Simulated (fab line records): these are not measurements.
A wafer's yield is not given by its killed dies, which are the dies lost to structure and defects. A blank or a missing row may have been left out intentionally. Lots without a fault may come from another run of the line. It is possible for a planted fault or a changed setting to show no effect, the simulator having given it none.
Chamber matching || flow n5Finfet || rieDiel-01 running N5_BEOL_M10_DESCUM_16: 4 sister chambers
The step chemistry O2, time 7.9 s. 4 wafers are shown with their chamber, then 8 later ones without.

## EACH WAFER AND ITS CHAMBER
{"wafer": "L085.6", "chamber": 2, "showerheadPlenumPTorr (Torr)": 2.01}
{"wafer": "L090.4", "chamber": 0, "showerheadPlenumPTorr (Torr)": 2.19}
{"wafer": "L090.5", "chamber": 3, "showerheadPlenumPTorr (Torr)": 2.07}
{"wafer": "L093.1", "chamber": 1, "showerheadPlenumPTorr (Torr)": 2.10}

## WAFERS WITHOUT THEIR CHAMBER
{"wafer": "L093.3", "showerheadPlenumPTorr (Torr)": 2.07}
{"wafer": "L093.5", "showerheadPlenumPTorr (Torr)": 2.07}
{"wafer": "L096.1", "showerheadPlenumPTorr (Torr)": 2.18}
{"wafer": "L096.2", "showerheadPlenumPTorr (Torr)": 2.07}
{"wafer": "L096.3", "showerheadPlenumPTorr (Torr)": 2.09}
{"wafer": "L097.4", "showerheadPlenumPTorr (Torr)": 2.18}
{"wafer": "L097.5", "showerheadPlenumPTorr (Torr)": 2.09}
{"wafer": "L097.6", "showerheadPlenumPTorr (Torr)": 2.07}

## EACH ONE'S CHAMBER
{"wafer": "L093.3", "from the rows above": 3, "in truth": 3}
{"wafer": "L093.5", "from the rows above": 3, "in truth": 3}
{"wafer": "L096.1", "from the rows above": 0, "in truth": 0}
{"wafer": "L096.2", "from the rows above": 3, "in truth": 3}
{"wafer": "L096.3", "from the rows above": "can't be placed: 1 or 3", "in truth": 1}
{"wafer": "L097.4", "from the rows above": 0, "in truth": 0}
{"wafer": "L097.5", "from the rows above": "can't be placed: 1 or 3", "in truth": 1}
{"wafer": "L097.6", "from the rows above": 3, "in truth": 3}
Placed correctly: 6 of 8. These rows do not allow placing 2 (true chamber among the candidates in 2). Wrongly placed: 0.
How it was worked out, from the rows above alone: a wafer's distance from a chamber is the root of the sum, over the readings, of the square of ((its reading less the chamber's mean) divided by the reading's scatter). The wafer belongs to the nearest chamber; if the next one is less than 2 further off, it can't be placed. The mean given for a chamber averages the wafers shown for that chamber. The scatter (one wafer shown for each chamber): square how far every hidden wafer sits from the nearest shown wafer, average those squares and take the square root.
